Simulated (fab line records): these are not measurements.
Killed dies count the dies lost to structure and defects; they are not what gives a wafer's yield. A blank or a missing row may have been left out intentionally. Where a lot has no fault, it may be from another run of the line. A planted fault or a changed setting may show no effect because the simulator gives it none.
fab line records | flow nand-harc
record lots=13 | wafers=39 | last-day=33
route steps=1302 shown A_CHANNEL_HOLE_D2@594 A_CHANNEL_FILL_D2@613 END@1302
lots that met no fault: taken from a fault-free run of the same line
start-h: hours from the record's first day to the start of the lot's first wafer shown | wait-h: how many hours have passed since the lot's step before this one | " identical to the entry in the row above | L1.1+2: a single row standing in for several wafers | - either no value or no given start | * or withheld: withheld | < > ~ a bound
route shown NAME@n: NAME is a module with steps in the file, n the number in the route of the first one | usual: mean/standard deviation taken from wafers without a fault | same: alike in all rows | chamber/n: place in a boat | sites: each site's reading | _std_site: the values' standard deviation | _edge_site: inner sites' mean taken away from outer sites' mean | radius-mm: for every site, how far away it sits from the centre of the wafer | mask NAME#n: copy n | behind: the last tool/chamber to shape the wafer | hold: reason for holding the lot/hours on hold/outcome of the hold | device: transistor that didn't switch, given as n, p or np | end of line: tests run on the same wafers once the route is complete | step lacking rows: just its recipe | killed: not the wafer's yield, but the dies lost to structure and defects at the first sort | map: dies across one wafer; x = killed, . = not, _ = none there
set.NAME: setting as actually run; set.NAME@STEP: the setting as run at that earlier step | model.NAME: the simulator's own value behind a step, which no gauge read
a sample of lots followed through the steps of the route, with each step as a table and each wafer as a row
services: from which hour (start-h, from the record's first day; less than 0 if before it) a tool's chamber was out of use, for how many hours, and why
## steps
# step NHARC_A_CHANNEL_HOLE_D2_ETCH_22
# recipe bias-v=3000 | source-w=withheld | pressure-mtorr=20 | time-s=666.7 | ar-flow-sccm=375 | c4f8-flow-sccm=89.3 | o2-flow-sccm=35.7 | temp-c=-20 | target-depth-a=16000 | chemistry=C4F8/O2/Ar
# usual drypump-motor-current-A=5.85/0.2 | showerhead-plenum-p-Torr=3.57/0.16 | throttle-valve-pct=32.155/0.009
lot.wafer | tool        | chamber | start-h | wait-h | drypump-motor-current-A | rf-hours-counter-h | showerhead-plenum-p-Torr | throttle-valve-pct
L108.2    | har-etch-01 | 1       | 305.56  | 0.4    | 5.63                    | 160                | 3.56                     | 32.161
L108.6    | "           | 0       | "       | "      | 6.04                    | -                  | 3.49                     | 32.124
L108.5    | "           | 1       | "       | "      | 5.64                    | -                  | 3.56                     | 32.128
L112.2    | har-etch-01 | 1       | 338.34  | 0.4    | 5.65                    | 179                | 3.55                     | 32.155
L112.1    | "           | 0       | "       | "      | 6.06                    | 179                | 3.48                     | 32.165
L112.5    | "           | 1       | "       | "      | 5.63                    | -                  | 3.55                     | 32.147
L111.4    | har-etch-01 | 1       | 342.81  | 0.4    | 5.64                    | -                  | 3.55                     | 32.132
L111.6    | "           | 0       | "       | "      | 6.09                    | -                  | 3.48                     | 32.149
L111.5    | "           | 1       | "       | "      | 5.64                    | -                  | 3.55                     | 32.158
L121.2    | har-etch-01 | 0       | 411.80  | 0.4    | 6.05                    | 230                | 3.45                     | 32.153
L121.3    | "           | 1       | "       | "      | 5.63                    | -                  | 3.52                     | 32.158
L121.5    | "           | 0       | "       | "      | 6.04                    | -                  | 3.45                     | 32.154
L122.2    | har-etch-01 | 0       | 431.82  | 0.4    | 6.05                    | 245                | 3.44                     | 32.156
L122.3    | "           | 1       | "       | "      | 5.64                    | -                  | 3.52                     | 32.155
L122.6    | "           | 0       | "       | "      | 6.03                    | -                  | 3.44                     | 32.169
L123.2    | har-etch-02 | 0       | 432.78  | 0.4    | 5.72                    | 31                 | 3.92                     | 32.161
L123.4    | "           | 1       | "       | "      | 5.97                    | -                  | 3.90                     | 32.152
L123.3    | "           | 0       | "       | "      | 5.73                    | -                  | 3.92                     | 32.145
L124.3    | har-etch-01 | 1       | 454.16  | 0.4    | 5.65                    | -                  | 3.51                     | 32.161
L124.4    | "           | 0       | "       | "      | 6.04                    | -                  | 3.44                     | 32.147
L124.5    | "           | 0       | "       | "      | 6.04                    | -                  | 3.44                     | 32.154
L125.2    | har-etch-02 | 0       | 464.64  | 0.4    | 5.69                    | 46                 | 3.91                     | 32.162
L125.5    | "           | 1       | "       | "      | 5.99                    | -                  | 3.89                     | 32.149
L125.6    | "           | 0       | "       | "      | 5.69                    | -                  | 3.91                     | 32.155
L127.1    | har-etch-01 | 0       | 493.19  | 0.4    | 6.06                    | 276                | 3.43                     | 32.148
L127.6    | "           | 1       | "       | "      | 5.66                    | -                  | 3.50                     | 32.157
L127.5    | "           | 0       | "       | "      | 6.06                    | -                  | 3.43                     | 32.170
L128.2    | har-etch-01 | 1       | 502.18  | 0.4    | 5.64                    | 280                | 3.50                     | 32.154
L128.3    | "           | 0       | "       | "      | 6.05                    | -                  | 3.43                     | 32.157
L128.5    | "           | 0       | "       | "      | 6.04                    | -                  | 3.43                     | 32.165
L129.4    | har-etch-02 | 0       | 504.60  | 0.4    | 5.68                    | -                  | 3.90                     | 32.163
L129.3    | "           | 1       | "       | "      | 5.97                    | -                  | 3.88                     | 32.161
L129.5    | "           | 0       | "       | "      | 5.69                    | -                  | 3.90                     | 32.154
L130.1    | har-etch-01 | 0       | 511.40  | 0.4    | 6.07                    | 287                | 3.42                     | 32.159
L130.3    | "           | 0       | "       | "      | 6.06                    | -                  | 3.42                     | 32.161
L130.5    | "           | 1       | "       | "      | 5.62                    | -                  | 3.49                     | 32.160
L131.2    | har-etch-01 | 1       | 519.79  | 0.4    | 5.64                    | 295                | 3.49                     | 32.138
L131.4    | "           | 1       | "       | "      | 5.65                    | -                  | 3.49                     | 32.149
L131.6    | "           | 1       | "       | "      | 5.65                    | -                  | 3.49                     | 32.152
# step NHARC_A_CHANNEL_HOLE_D2_ETCH_23
# recipe bias-v=5000 | source-w=withheld | pressure-mtorr=20 | time-s=819 | ar-flow-sccm=375 | c4f8-flow-sccm=89.3 | o2-flow-sccm=35.7 | temp-c=-20 | target-depth-a=16000 | chemistry=C4F8/O2/Ar
# usual drypump-motor-current-A=5.85/0.2 | showerhead-plenum-p-Torr=3.57/0.16 | throttle-valve-pct=32.155/0.0089
lot.wafer | tool        | chamber | start-h | wait-h | drypump-motor-current-A | rf-hours-counter-h | showerhead-plenum-p-Torr | throttle-valve-pct
L108.2    | har-etch-01 | 1       | 306.15  | 0.5    | 5.63                    | 161                | 3.56                     | 32.134
L108.6    | "           | 0       | "       | "      | 6.06                    | -                  | 3.49                     | 32.154
L108.5    | "           | 1       | "       | "      | 5.64                    | -                  | 3.56                     | 32.140
L112.2    | har-etch-01 | 1       | 338.91  | 0.5    | 5.65                    | 180                | 3.55                     | 32.162
L112.1    | "           | 0       | "       | "      | 6.07                    | 180                | 3.48                     | 32.141
L112.5    | "           | 1       | "       | "      | 5.66                    | -                  | 3.55                     | 32.157
L111.4    | har-etch-01 | 1       | 343.45  | 0.5    | 5.64                    | -                  | 3.55                     | 32.159
L111.6    | "           | 0       | "       | "      | 6.06                    | -                  | 3.48                     | 32.157
L111.5    | "           | 1       | "       | "      | 5.65                    | -                  | 3.55                     | 32.154
L121.2    | har-etch-01 | 0       | 412.40  | 0.5    | 6.06                    | 230                | 3.45                     | 32.154
L121.3    | "           | 1       | "       | "      | 5.63                    | -                  | 3.52                     | 32.143
L121.5    | "           | 0       | "       | "      | 6.06                    | -                  | 3.45                     | 32.155
L122.2    | har-etch-01 | 0       | 432.39  | 0.5    | 6.07                    | 246                | 3.45                     | 32.148
L122.3    | "           | 1       | "       | "      | 5.63                    | -                  | 3.52                     | 32.156
L122.6    | "           | 0       | "       | "      | 6.06                    | -                  | 3.44                     | 32.153
L123.2    | har-etch-02 | 0       | 433.37  | 0.5    | 5.70                    | 32                 | 3.92                     | 32.150
L123.4    | "           | 1       | "       | "      | 5.97                    | -                  | 3.90                     | 32.178
L123.3    | "           | 0       | "       | "      | 5.71                    | -                  | 3.92                     | 32.137
L124.3    | har-etch-01 | 1       | 454.77  | 0.5    | 5.64                    | -                  | 3.51                     | 32.160
L124.4    | "           | 0       | "       | "      | 6.06                    | -                  | 3.44                     | 32.168
L124.5    | "           | 0       | "       | "      | 6.07                    | -                  | 3.44                     | 32.157
L125.2    | har-etch-02 | 0       | 465.24  | 0.5    | 5.71                    | 47                 | 3.91                     | 32.149
L125.5    | "           | 1       | "       | "      | 5.99                    | -                  | 3.89                     | 32.160
L125.6    | "           | 0       | "       | "      | 5.72                    | -                  | 3.91                     | 32.161
L127.1    | har-etch-01 | 0       | 493.78  | 0.5    | 6.05                    | 276                | 3.43                     | 32.161
L127.6    | "           | 1       | "       | "      | 5.62                    | -                  | 3.50                     | 32.150
L127.5    | "           | 0       | "       | "      | 6.03                    | -                  | 3.43                     | 32.140
L128.2    | har-etch-01 | 1       | 502.77  | 0.5    | 5.62                    | 280                | 3.50                     | 32.152
L128.3    | "           | 0       | "       | "      | 6.06                    | -                  | 3.43                     | 32.141
L128.5    | "           | 0       | "       | "      | 6.06                    | -                  | 3.43                     | 32.153
L129.4    | har-etch-02 | 0       | 505.21  | 0.5    | 5.71                    | -                  | 3.90                     | 32.155
L129.3    | "           | 1       | "       | "      | 5.99                    | -                  | 3.88                     | 32.154
L129.5    | "           | 0       | "       | "      | 5.70                    | -                  | 3.90                     | 32.156
L130.1    | har-etch-01 | 0       | 511.97  | 0.5    | 6.05                    | 288                | 3.42                     | 32.144
L130.3    | "           | 0       | "       | "      | 6.06                    | -                  | 3.42                     | 32.165
L130.5    | "           | 1       | "       | "      | 5.64                    | -                  | 3.49                     | 32.146
L131.2    | har-etch-01 | 1       | 520.38  | 0.5    | 5.65                    | 296                | 3.49                     | 32.147
L131.4    | "           | 1       | "       | "      | 5.65                    | -                  | 3.49                     | 32.156
L131.6    | "           | 1       | "       | "      | 5.64                    | -                  | 3.49                     | 32.159
# step NHARC_A_CHANNEL_FILL_D2_ALD_03
# recipe target-thk-a=60 | pulse-time-s=60 | ald-cycles=58 | temp-c=630 | pressure-torr=2 | material=SiNx
# usual precursor-pulse-height-rel=1.000/0.019
lot.wafer | tool             | chamber | start-h | wait-h | precursor-pulse-height-rel
L108.2    | ald-sin-batch-03 | 0       | -       | -      | 0.997
L108.5    | "                | 0       | "       | "      | 1.004
L108.6    | "                | 0       | "       | "      | 1.019
L112.1    | ald-sin-batch-03 | 0       | -       | -      | 1.008
L112.2    | "                | 0       | "       | "      | 1.025
L112.5    | "                | 0       | "       | "      | 0.974
L111.4    | ald-sin-batch-01 | 0       | -       | -      | 0.999
L111.5    | "                | 0       | "       | "      | 1.011
L111.6    | "                | 0       | "       | "      | 1.032
L121.2    | ald-sin-batch-03 | 0       | -       | -      | 1.000
L121.3    | "                | 0       | "       | "      | 0.991
L121.5    | "                | 0       | "       | "      | 1.021
L122.2    | ald-sin-batch-02 | 0       | -       | -      | 0.999
L122.3    | "                | 0       | "       | "      | 1.050
L122.6    | "                | 0       | "       | "      | 1.019
L123.2    | ald-sin-batch-02 | 0       | -       | -      | 1.006
L123.3    | "                | 0       | "       | "      | 0.968
L123.4    | "                | 0       | "       | "      | 1.025
L124.3    | ald-sin-batch-01 | 0       | -       | -      | 0.986
L124.4    | "                | 0       | "       | "      | 1.016
L124.5    | "                | 0       | "       | "      | 0.994
L125.2    | ald-sin-batch-01 | 0       | -       | -      | 1.003
L125.5    | "                | 0       | "       | "      | 1.032
L125.6    | "                | 0       | "       | "      | 0.991
L127.1    | ald-sin-batch-03 | 0       | -       | -      | 0.985
L127.5    | "                | 0       | "       | "      | 0.976
L127.6    | "                | 0       | "       | "      | 1.011
L128.2    | ald-sin-batch-02 | 0       | -       | -      | 1.017
L128.3    | "                | 0       | "       | "      | 0.991
L128.5    | "                | 0       | "       | "      | 0.997
L129.3    | ald-sin-batch-02 | 0       | -       | -      | 1.007
L129.4    | "                | 0       | "       | "      | 1.034
L129.5    | "                | 0       | "       | "      | 0.990
L130.1    | ald-sin-batch-03 | 0       | -       | -      | 1.024
L130.3    | "                | 0       | "       | "      | 1.044
L130.5    | "                | 0       | "       | "      | 0.980
L131.2    | ald-sin-batch-02 | 0       | -       | -      | 1.017
L131.4    | "                | 0       | "       | "      | 0.997
L131.6    | "                | 0       | "       | "      | 0.967
# step NHARC_A_CHANNEL_FILL_D2_CVD_18
# recipe target-thk-a=30 | temp-c=550 | material=poly-Si
# usual spike-tc-bottom-C=572/4.2 | spike-tc-centre-C=549.9/1 | zone-power-bottom-pct=11.6/0.71
lot.wafer | tool          | chamber | start-h | wait-h | spike-tc-bottom-C | spike-tc-centre-C | zone-power-bottom-pct
L108.2    | lpcvd-poly-01 | 0       | 331.95  | -      | 578               | 551.4             | 11.3
L108.5    | "             | 0       | "       | "      | 578               | 549.9             | 11.1
L108.6    | "             | 0       | "       | "      | 578               | 550.8             | 11.2
L112.1    | lpcvd-poly-01 | -       | 365.62  | -      | -                 | -                 | -
L112.2    | "             | -       | "       | "      | -                 | -                 | -
L112.5    | "             | -       | "       | "      | -                 | -                 | -
L111.4    | lpcvd-poly-04 | -       | 369.95  | -      | -                 | -                 | -
L111.5    | "             | -       | "       | "      | -                 | -                 | -
L111.6    | "             | -       | "       | "      | -                 | -                 | -
L121.2    | lpcvd-poly-04 | 0       | 438.64  | -      | 570               | 548.5             | 11.6
L121.3    | "             | 0       | "       | "      | 571               | 548.1             | 11.4
L121.5    | "             | 0       | "       | "      | 569               | 548.4             | 11.4
L122.2    | lpcvd-poly-04 | 0       | 460.06  | -      | 571               | 548.7             | 11.3
L122.3    | "             | 0       | "       | "      | 570               | 548.2             | 11.3
L122.6    | "             | 0       | "       | "      | 570               | 550.1             | 11.4
L123.2    | lpcvd-poly-04 | 0       | 460.06  | -      | 570               | 549.8             | 11.4
L123.3    | "             | 0       | "       | "      | 571               | 550.8             | 11.4
L123.4    | "             | 0       | "       | "      | 570               | 550.9             | 11.4
L124.3    | lpcvd-poly-04 | 0       | 480.54  | -      | 570               | 549.1             | 11.5
L124.4    | "             | 0       | "       | "      | 570               | 550.0             | 11.5
L124.5    | "             | 0       | "       | "      | 569               | 549.6             | 11.3
L125.2    | lpcvd-poly-04 | 0       | 490.67  | -      | 568               | 549.1             | 11.3
L125.5    | "             | 0       | "       | "      | 568               | 549.6             | 11.5
L125.6    | "             | 0       | "       | "      | 569               | 548.8             | 11.5
L127.1    | lpcvd-poly-04 | 0       | 519.81  | -      | 570               | 550.1             | 11.3
L127.5    | "             | 0       | "       | "      | 569               | 549.0             | 11.4
L127.6    | "             | 0       | "       | "      | 570               | 549.5             | 11.4
L128.2    | lpcvd-poly-04 | 0       | 530.00  | -      | 569               | 548.5             | 11.3
L128.3    | "             | 0       | "       | "      | 570               | 550.7             | 11.3
L128.5    | "             | 0       | "       | "      | 570               | 549.2             | 11.4
L129.3    | lpcvd-poly-04 | 0       | 530.00  | -      | 571               | 550.0             | 11.4
L129.4    | "             | 0       | "       | "      | 570               | 548.9             | 11.3
L129.5    | "             | 0       | "       | "      | 569               | 548.8             | 11.3
L130.1    | lpcvd-poly-04 | 0       | 539.42  | -      | 569               | 548.5             | 11.5
L130.3    | "             | 0       | "       | "      | 570               | 551.9             | 11.3
L130.5    | "             | 0       | "       | "      | 572               | 548.2             | 11.3
L131.2    | lpcvd-poly-02 | 0       | 547.00  | -      | 569               | 552.6             | 13.7
L131.4    | "             | 0       | "       | "      | 567               | 549.0             | 13.5
L131.6    | "             | 0       | "       | "      | 568               | 550.2             | 13.4
# step NHARC_END_SORT_01
# recipe temp-c=25
# usual killed-at-array=59/20 | killed-at-other=0.8/1 | killed-at-periphery=3.2/2.1 | killed-dies=63/21 | killed-open=3.0/1.9 | killed-short=2.3/1.5
# same gross-dies=677
lot.wafer | tool      | chamber | start-h | wait-h | killed-at-array | killed-at-other | killed-at-periphery | killed-dies | killed-open | killed-short
L112.1    | prober-02 | 0       | 597.61  | 2.5    | 674             | 1               | 2                   | 677         | 7           | 2
L112.2    | prober-02 | 0       | 598.41  | 2.8    | 675             | 0               | 2                   | 677         | 2           | 1
L112.5    | prober-02 | 0       | 600.81  | 3.7    | 675             | 1               | 1                   | 677         | 1           | 1
L111.4    | prober-01 | 0       | 607.76  | 3.4    | 676             | 0               | 1                   | 677         | 3           | 0
L111.5    | prober-01 | 0       | 608.55  | 3.7    | 673             | 0               | 4                   | 677         | 6           | 0
L111.6    | prober-01 | 0       | 609.34  | 4.0    | 674             | 0               | 3                   | 677         | 4           | 6
# killed by level:class
L112.1 A_CHANNEL_FILL_D2:area-cvd=645 A_CHANNEL_HOLE_D2:chamber-film-flake=11 A_M0:geometric-particle:open=3 A_WL_FILL:chamber-film-flake=3 A_STAIRCASE:chamber-film-flake=2 A_CHANNEL_FILL_D1:geometric-particle:short=1 A_CHANNEL_FILL_D1:geometric-particle:open=1 A_DECK1_JOINT:geometric-particle:open=1
L112.2 A_CHANNEL_FILL_D2:area-cvd=649 A_CHANNEL_HOLE_D2:chamber-film-flake=15 A_CHANNEL_HOLE_D1:chamber-film-flake=2 A_WL_FILL:chamber-film-flake=2 A_CONTACT:chamber-film-flake=2 P_M0:geometric-particle:open=1 A_CHANNEL_HOLE_D1:geometric-particle:open=1 A_CHANNEL_FILL_D1:geometric-particle:short=1
L112.5 A_CHANNEL_FILL_D2:area-cvd=653 A_CHANNEL_HOLE_D2:chamber-film-flake=14 A_STAIRCASE:chamber-film-flake=3 A_CHANNEL_HOLE_D1:geometric-particle:short=1 A_BLC:geometric-particle:open=1 P_GATE:chamber-film-flake=1 A_DECK1_JOINT:chamber-film-flake=1 A_CHANNEL_FILL_D2:chamber-film-flake=1
L111.4 A_CHANNEL_FILL_D2:area-cvd=651 A_CHANNEL_HOLE_D2:chamber-film-flake=13 A_DECK1_JOINT:chamber-film-flake=3 A_STAIRCASE:chamber-film-flake=2 A_CONTACT:chamber-film-flake=2 A_CHANNEL_FILL_D1:geometric-particle:open=1 A_CHANNEL_FILL_D2:geometric-particle:open=1 A_M0:geometric-particle:open=1
L111.5 A_CHANNEL_FILL_D2:area-cvd=653 A_CHANNEL_HOLE_D2:chamber-film-flake=7 A_CONTACT:chamber-film-flake=3 P_M0:geometric-particle:open=2 A_STAIRCASE:chamber-film-flake=2 A_CHANNEL_HOLE_D1:geometric-particle:open=1 A_CHANNEL_FILL_D1:geometric-particle:open=1 A_DECK1_JOINT:geometric-particle:open=1
L111.6 A_CHANNEL_FILL_D2:area-cvd=644 A_CHANNEL_HOLE_D2:chamber-film-flake=8 A_CHANNEL_HOLE_D1:chamber-film-flake=3 A_STAIRCASE:chamber-film-flake=3 A_CONTACT:chamber-film-flake=3 A_ONON_D1:geometric-particle:open=2 A_CHANNEL_FILL_D1:geometric-particle:short=2 A_DECK1_JOINT:chamber-film-flake=2
## services
tool             | chamber | start-h | hours | kind
har-etch-02      | 1       | 302.87  | -     | consumable-replace:showerhead
har-etch-02      | 1       | 302.87  | 17.0  | scheduled-down
har-etch-02      | 1       | 302.87  | 17.0  | vent-cycle
har-etch-02      | -       | 377.00  | 17.0  | pm
har-etch-02      | 0       | 377.00  | 17.0  | vent-cycle
har-etch-02      | 1       | 377.00  | 17.0  | vent-cycle
har-etch-02      | 0       | 394.00  | -     | clean
har-etch-02      | 0       | 394.00  | -     | consumable-replace:focus-ring
har-etch-02      | 0       | 394.00  | -     | consumable-replace:showerhead
har-etch-02      | 1       | 394.00  | -     | clean
har-etch-02      | 1       | 394.00  | -     | consumable-replace:esc
ald-sin-batch-01 | -       | 506.00  | 26.0  | pm
har-etch-02      | -       | 508.11  | 13.0  | repair
## key
first-sign step=NHARC_A_CHANNEL_FILL_D2_CVD_18 | reading=tool-record | direction=missing
effect step=NHARC_END_SORT_01 | reading=killed-at-array | direction=up | sigmas=30 | usual=59 | struck=674
more-kills-born-at NHARC_A_CHANNEL_FILL_D2_CVD_18@lpcvd-poly-04=1948 | NHARC_A_CHANNEL_FILL_D2_CVD_18@lpcvd-poly-01=1947
met-at NHARC_A_CHANNEL_FILL_D2_CVD_18
struck-lots L111,L112
later-rows-left-out L111.4,L111.5,L111.6,L112.1,L112.2,L112.5
tester-left-out L111,L112
not-acting-at NHARC_A_CHANNEL_HOLE_D2_ETCH_22,NHARC_A_CHANNEL_HOLE_D2_ETCH_23,NHARC_A_CHANNEL_FILL_D2_ALD_03
onset-between 331.95 365.62
fault kind=skipped-step-whole | tool=lpcvd-poly-01,lpcvd-poly-04 | chamber=- | onset-h=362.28 | steps=NHARC_A_CHANNEL_FILL_D2_CVD_18 | scope=struck-lots-only
# tester-left-out: of these lots the tester's yield and bins aren't shown, on N5 and GAA mostly nor the transistor test; their killed dies are dies lost to structure and defects alone, not to doping, threshold or leakage, so they don't give the yield
# later-rows-left-out: the simulator's readings of these wafers behind a module that went badly wrong aren't trusted and aren't shown, but for the sort
